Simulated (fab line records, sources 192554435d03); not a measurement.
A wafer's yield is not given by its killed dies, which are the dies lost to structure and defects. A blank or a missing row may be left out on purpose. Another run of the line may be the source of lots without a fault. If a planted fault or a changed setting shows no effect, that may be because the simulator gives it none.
Split-lot experiment    flow n5 finfet    39 wafers read from 7 lots, route of 1938 steps

## ON THE SPLIT
At N5_GATE_CUT_ETCH_56 (etches TiN in Cl2/Ar, target depth 21.6 nm), the setting icp w was moved away from the recipe's 600 W on 12 of the 39 wafers read, by -9.0% to +18.5%. This setting was run at the recipe's value on the other wafers.

The split's own step is where the reading is taken.

## THE READING
etch.depth nm (the simulator's own value, which no gauge read), in nm, at N5_GATE_CUT_ETCH_56 (etches TiN in Cl2/Ar, target depth 21.6 nm). The file does not state a usual value for it. The 27 wafers here that ran the recipe average 21.72 nm, standard deviation 0.47 nm.

wafer   tool, chamber at the split  icp w as run, W  against the recipe  etch.depth nm, nm  against lot-mates on the recipe
L075.2  rie metal-01, 0             600              recipe              21.82              -
L075.4  rie metal-01, 1             600              recipe              22.12              -
L075.6  rie metal-01, 1             600              recipe              22.1               -
L076.1  rie metal-03, 0             600              recipe              22.16              -
L076.2  rie metal-03, 1             600              recipe              21.08              -
L076.3  rie metal-03, 1             600              recipe              21.05              -
L076.4  rie metal-03, 0             600              recipe              22.07              -
L076.5  rie metal-03, 0             600              recipe              22.15              -
L076.6  rie metal-03, 1             600              recipe              20.85              -
L084.1  rie metal-03, 1             600              recipe              21.02              -
L084.2  rie metal-03, 0             679.1            +13.2%              25                 +3.53
L084.3  rie metal-03, 1             600              recipe              21.01              -
L084.4  rie metal-03, 0             600              recipe              22.37              -
L084.5  rie metal-03, 0             679.1            +13.2%              24.83              +3.36
L084.6  rie metal-03, 1             679.1            +13.2%              23.34              +1.87
L090.1  rie metal-01, 0             600              recipe              21.94              -
L090.2  rie metal-01, 0             545.9            -9.0%               20.16              -1.68
L090.3  rie metal-01, 0             600              recipe              21.82              -
L090.4  rie metal-01, 0             545.9            -9.0%               20.21              -1.63
L090.5  rie metal-01, 0             545.9            -9.0%               20.13              -1.71
L090.6  rie metal-01, 0             600              recipe              21.75              -
L092.1  rie metal-02, 0             600              recipe              22.19              -
L092.2  rie metal-02, 1             600              recipe              21.44              -
L092.3  rie metal-02, 1             711.2            +18.5%              24.75              +2.84
L092.4  rie metal-02, 0             600              recipe              22.11              -
L092.5  rie metal-02, 0             711.2            +18.5%              25.87              +3.96
L092.6  rie metal-02, 1             711.2            +18.5%              24.93              +3.02
L091.1  rie metal-03, 1             644.1            +7.4%               22.1               +0.59
L091.2  rie metal-03, 0             600              recipe              21.67              -
L091.3  rie metal-03, 0             600              recipe              21.92              -
L091.4  rie metal-03, 1             644.1            +7.4%               22.3               +0.79
L091.5  rie metal-03, 0             644.1            +7.4%               23.36              +1.85
L091.6  rie metal-03, 1             600              recipe              20.95              -
L093.1  rie metal-02, 0             600              recipe              22.16              -
L093.2  rie metal-02, 1             600              recipe              21.41              -
L093.3  rie metal-02, 1             600              recipe              21.33              -
L093.4  rie metal-02, 0             600              recipe              22.21              -
L093.5  rie metal-02, 0             600              recipe              22.13              -
L093.6  rie metal-02, 1             600              recipe              21.53              -

FIT RESULTS
A straight line over all 39 wafers: etch.depth nm changes by +0.184 nm for each +1% of icp w; r = +0.92; the points scatter about the line by 0.52 nm.
The same after taking each lot's own level away (the mean of its wafers on the recipe; 39 wafers): +0.187 nm for each +1%; r = +0.93; scatter 0.5 nm.
Per that fit: largest icp w move, reading shift of 3.5 nm.
Measured against the standard deviation above, the lots' own levels, which go from 21.467 to 22.013 nm, span 1.2 times it.
The two slopes agree, so the slope changes little with the lot-to-lot level.
Check: with one of the wafers moved furthest among these (+18.5%) left out of the fit, the line predicts +3.6 nm for it against its lot-mates. Against them it came out at +2.84 nm.

## ADDITIONAL SPLITS CARRIED BY THESE WAFERS
Note: prior to the reading, these wafers also went through further splits. Each is held against what the fit with the lots' levels taken away leaves over:
other split on the same wafers  wafers away from the commonest value  r with etch.depth nm (lot level and that fit taken away)
N5_SD_EPI_P_ETCH_37 source w    9                                     +0.01
N5_HKMG_FIN_ETCH_58 source w    12                                    +0.08

## THE FILE'S OWN FIT
etch.depth nm changes by +0.187 nm for each +1% of icp w, r = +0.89.
